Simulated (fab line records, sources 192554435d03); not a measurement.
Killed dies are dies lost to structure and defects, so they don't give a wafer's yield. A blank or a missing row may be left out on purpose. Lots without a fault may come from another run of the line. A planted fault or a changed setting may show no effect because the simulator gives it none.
Which tool did it? | flow n5_finfet | 10 lots, 28 wafers sampled, at 2 steps of a route of 1938

WHAT THE GAUGES READ, wafer by wafer
N5_BEOL_M13_OVL_MEAS_11.
lot  | measured     | on         | V12_OVL (nm)
L582 | day 10 13:24 | overlay-02 | -6 2 -3
L584 | day 11 17:29 | overlay-02 | 7 2 -2
L585 | day 11 20:41 | overlay-02 | -2 7 5
L586 | day 11 23:11 | overlay-01 | 0 -5 1
L592 | day 13 08:59 | overlay-01 | -1 11
L594 | day 13 12:23 | overlay-02 | 5 5 8
L593 | day 14 01:49 | overlay-02 | 10 8
L595 | day 14 02:10 | overlay-02 | -7 4 5
L596 | day 14 08:05 | overlay-01 | 7 2 1
L602 | day 16 03:22 | overlay-01 | 2 7 4

WHICH TOOL RAN EACH LOT (tool, then ch and the chambers of the sampled wafers, then the start)
lot  | N5_BEOL_M12_DEP_53
L582 | pecvd-01 ch 0,1,2, day 10 12:44
L584 | pecvd-01 ch 0,1, day 11 16:52
L585 | pecvd-03 ch 0,1,2, day 11 20:05
L586 | pecvd-03 ch 1,2, day 11 22:28
L592 | pecvd-04 ch 1,2, day 13 08:23
L594 | pecvd-01 ch 0,1, day 13 11:39
L593 | pecvd-04 ch 1,2, day 14 01:09
L595 | pecvd-03 ch 0,1, day 14 01:25
L596 | pecvd-04 ch 1,2, day 14 07:20
L602 | pecvd-04 ch 0,1,2, day 16 02:38
- N5_BEOL_M12_DEP_53: deposits SiCN from 3MS/NH3, target thk 30 nm, time 10.5 s.

THE ANSWER, worked out from the rows above alone
Rule: what is usual is taken from the lots themselves. Put in order of their means at a reading, lots are off if they are a third of the lots or fewer, leave a main group of 4 or more, and stand apart from it by a gap of 3 or more times the standard deviation of the main group's means; of several such gaps the widest counts. A main group whose means are all the same, to the digits that the tables above print for the reading, isn't used. A lot without any number at a reading at which 4 lots or more have one is off too. The other lots that the step has rows for count as sound.
No lot is off at any reading shown: from this, nothing can be told.

WHAT THE SIMULATOR HAD PUT IN
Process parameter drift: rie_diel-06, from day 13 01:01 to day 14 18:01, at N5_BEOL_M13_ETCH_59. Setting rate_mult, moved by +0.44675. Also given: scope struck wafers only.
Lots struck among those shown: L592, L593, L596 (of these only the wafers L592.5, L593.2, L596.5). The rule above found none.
